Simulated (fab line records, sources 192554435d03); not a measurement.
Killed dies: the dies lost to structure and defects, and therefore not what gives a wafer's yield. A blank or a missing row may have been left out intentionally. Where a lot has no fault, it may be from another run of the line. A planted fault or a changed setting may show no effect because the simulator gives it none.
Matching of chambers	flow n5_finfet	4 sister chambers for N5_BEOL_M0_STRIP_142 on rie_diel-01
The step strips in N2/H2, time 10 s. 22 wafers are shown with their chamber, then 11 later ones without.

== WAFERS WITH THEIR CHAMBER ==
wafer	chamber	drypump_motor_current_A (A)	throttle_valve_pct (%)	oes_product_au (a.u.)
L074.1	3	5.7	24.31	0.70
L074.2	2	5.6	23.49	0.93
L074.3	1	6.1	23.39	0.95
L075.1	2	5.6	23.50	0.93
L075.2	1	6.1	23.39	0.93
L075.5	3	5.7	24.33	0.69
L077.1	2	5.6	23.49	0.92
L077.2	1	6.1	23.39	0.92
L077.5	0	5.2	23.51	0.81
L078.1	2	5.6	23.51	0.91
L078.3	0	5.2	23.50	0.82
L078.6	0	5.2	23.49	0.82
L080.1	0	5.1	23.51	0.80
L080.2	3	5.7	23.97	1.00
L080.6	0	5.2	23.51	0.81
L087.4	0	5.2	23.54	0.79
L087.5	1	6.1	23.45	0.88
L087.6	2	5.5	23.54	0.88
L090.1	3	5.7	24.01	0.90
L090.2	1	6.1	23.44	0.87
L090.5	1	6.1	23.45	0.87
L091.2	1	6.1	23.42	0.87

SIGNATURES, as means of the wafers listed above
reading	chamber 0	chamber 1	chamber 2	chamber 3	scatter within a chamber
drypump_motor_current_A	5.183	6.100	5.580	5.700	0.0301
throttle_valve_pct	23.5100	23.4186	23.5060	24.1550	0.0809
oes_product_au	0.8083	0.8986	0.9140	0.8225	0.0664
Rule: distance of a wafer from a chamber = root of the sum over the readings of ((wafer's reading minus chamber's mean) / reading's scatter) squared. If the next closest chamber is less than 2 further off than the closest, the wafer can't be placed; otherwise it belongs to the closest. The scatter is the square root of a quotient: the sum, over the shown wafers, of each reading's squared deviation from its chamber's mean, divided by wafers minus chambers.

== WAFERS WITHOUT THEIR CHAMBER ==
wafer	drypump_motor_current_A (A)	throttle_valve_pct (%)	oes_product_au (a.u.)
L091.3	5.6	23.55	0.87
L091.4	5.2	23.54	0.79
L092.1	5.5	23.55	0.86
L092.2	5.6	24.02	0.90
L092.6	5.2	23.53	0.79
L093.3	5.5	23.56	0.86
L093.5	5.5	23.55	0.85
L093.6	6.1	23.44	0.86
L094.1	5.5	23.56	0.86
L094.4	6.1	23.46	0.85
L094.5	5.2	23.55	0.77

== WHICH CHAMBER EACH WENT THROUGH ==
wafer	from the rows above	in truth
L091.3	2	2
L091.4	0	0
L092.1	2	2
L092.2	3	3
L092.6	0	0
L093.3	2	2
L093.5	2	2
L093.6	1	1
L094.1	2	2
L094.4	1	1
L094.5	0	0
Correctly placed: 11 of 11. Left unplaced by these rows: 0. Placed wrongly: 0.
